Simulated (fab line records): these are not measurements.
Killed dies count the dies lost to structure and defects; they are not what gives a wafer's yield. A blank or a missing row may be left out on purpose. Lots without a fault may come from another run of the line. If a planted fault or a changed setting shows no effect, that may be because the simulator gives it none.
Matching of chambers | flow n5Finfet | N5_BEOL_M14_CMP_49 on cmp-01: 4 sister chambers
The step polishes, stops on SiO2, t overpolish 5.2 s, target thk 560 nm. 8 wafers are shown with their chamber, then 7 later ones without.

## WAFERS WITH THEIR CHAMBER
wafer  | chamber | motorCurrentA (A) | timeToEndpointS (s)
L076.2 | 2       | 7.0               | 116
L078.1 | 0       | 8.4               | 127
L078.3 | 3       | 8.5               | 122
L081.1 | 1       | 7.8               | 122
L081.4 | 2       | 6.9               | 120
L081.6 | 3       | 7.9               | 122
L092.1 | 1       | 8.0               | 123
L092.4 | 0       | 8.4               | 121

## WAFERS MISSING THEIR CHAMBER
wafer  | motorCurrentA (A) | timeToEndpointS (s)
L092.6 | 7.7               | 125
L095.1 | 8.1               | 122
L095.3 | 8.2               | 120
L095.4 | 6.9               | 122
L093.1 | 7.1               | 119
L093.4 | 7.8               | 120
L093.5 | 7.9               | 118

## WHICH CHAMBER EACH WENT THROUGH
wafer  | from the rows above          | in truth
L092.6 | can't be placed: 1 or 3 or 0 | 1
L095.1 | can't be placed: 3 or 1 or 0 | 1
L095.3 | can't be placed: 3 or 1 or 0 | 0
L095.4 | 2                            | 2
L093.1 | 2                            | 2
L093.4 | can't be placed: 1 or 3      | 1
L093.5 | can't be placed: 1 or 3 or 0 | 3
2 of 7 placed correctly. Not placeable from these rows: 5 (in 5, the candidates include the true chamber). 0 placed wrongly.
How it was worked out, from the rows above alone: a wafer's distance from a chamber is the root of the sum, over the readings, of the square of ((its reading less the chamber's mean) divided by the reading's scatter). The wafer belongs to the nearest chamber; if the next one is less than 2 further off, it can't be placed. The mean given for a chamber averages the wafers shown for that chamber. The scatter is the square root of a quotient: the sum, over the shown wafers, of each reading's squared deviation from its chamber's mean, divided by wafers minus chambers.
